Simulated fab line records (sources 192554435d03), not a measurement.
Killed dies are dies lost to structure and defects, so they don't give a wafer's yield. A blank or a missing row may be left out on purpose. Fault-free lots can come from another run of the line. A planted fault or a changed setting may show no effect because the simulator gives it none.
Split-lot trial ; flow n5-finfet ; 21 wafers read across 7 lots, on a route 1938 steps long

## ABOUT THE SPLIT
At N5_SD_EPI_N_COAT_32 (time 60 s, resist thk 350 nm), the setting spin-rpm was moved away from the recipe's 1500 rpm on 10 of the 21 wafers read, by -11.0% to +9.6%. The other wafers ran this setting at the recipe's value.

The split's own step is where the reading is taken.

## THE READING
SOC_of_SD_EPI_N_COAT_32.thk-nm (the simulator's own value, which no gauge read), in nm, at N5_SD_EPI_N_COAT_32 (time 60 s, resist thk 350 nm). There is no usual value for it anywhere in the file. Average 350.0 nm, standard deviation 0.62 nm, over the 11 wafers here run with the recipe.

wafer;tool, chamber at the split;spin-rpm as run, rpm;against the recipe;SOC_of_SD_EPI_N_COAT_32.thk-nm, nm;against lot-mates on the recipe
L078.1;litho-track-01, 0;1640;+9.3%;333.8;-16.4
L078.3;litho-track-01, 0;1500;recipe;349.8;-
L078.4;litho-track-01, 0;1500;recipe;350.6;-
L081.1;litho-track-01, 0;1500;recipe;349.2;-
L081.2;litho-track-01, 0;1416;-5.6%;359.6;+10.4
L081.6;litho-track-01, 0;1416;-5.6%;359.8;+10.6
L083.1;litho-track-02, 0;1500;recipe;349.8;-
L083.2;litho-track-02, 0;1639;+9.3%;333.8;-15.8
L083.6;litho-track-02, 0;1500;recipe;349.4;-
L084.1;litho-track-02, 0;1500;recipe;349.8;-
L084.5;litho-track-02, 0;1500;recipe;350.2;-
L084.6;litho-track-02, 0;1500;recipe;351;-
L086.2;litho-track-04, 0;1644;+9.6%;335;-15.8
L086.4;litho-track-04, 0;1500;recipe;350.8;-
L086.6;litho-track-04, 0;1644;+9.6%;335.2;-15.6
L087.1;litho-track-01, 0;1500;recipe;349;-
L087.3;litho-track-01, 0;1417;-5.5%;360;+11.0
L087.5;litho-track-01, 0;1417;-5.5%;361.2;+12.2
L091.1;litho-track-04, 0;1335;-11.0%;370.8;+20.6
L091.2;litho-track-04, 0;1500;recipe;350.2;-
L091.5;litho-track-04, 0;1335;-11.0%;371.8;+21.6

THE FIT
A straight line over all 21 wafers: SOC_of_SD_EPI_N_COAT_32.thk-nm changes by -1.77 nm for each +1% of spin-rpm; r = -1.00; the points scatter about the line by 0.98 nm.
The same after taking each lot's own level away (the mean of its wafers on the recipe; 21 wafers): -1.81 nm for each +1%; r = -1.00; scatter 0.78 nm.
Per that fit: largest spin-rpm move, reading shift of 20 nm.
Measured against the standard deviation above, the lots' own levels, which go from 349.00 to 350.80 nm, span 2.9 times it.
Consequently the slope shifts little with the lot-to-lot level, the two slopes agreeing.
Check: for one of the wafers moved furthest among these (-11.0%), held out of the fit, the line's prediction against its lot-mates is +20.4 nm. It came out at +20.6 nm against them.

## OTHER SPLITS ON THESE WAFERS
These wafers also went through other splits before the reading. Each is held against what the fit with the lots' levels taken away leaves over:
other split on the same wafers;wafers away from the commonest value;r with SOC_of_SD_EPI_N_COAT_32.thk-nm (lot level and that fit taken away)
N5_WELL_APT_COAT_02 spin-rpm;9;+0.17
N5_WELL_APT_EXPOSE_05 dose-mj;10;+0.00
N5_FIN_SAQP_PECVD_06 time-s;8;-0.04
N5_FIN_SAQP_COAT_50 spin-rpm;6;-0.28
N5_FIN_CUT_CUT_ETCH_26 time-s;7;-0.06
N5_FIN_CUT_CUT_ETCH_27 target-depth-a;10;-0.11

## THE FILE'S OWN FIT
SOC_of_SD_EPI_N_COAT_32.thk-nm changes by -1.8 nm for each +1% of spin-rpm, r = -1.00.
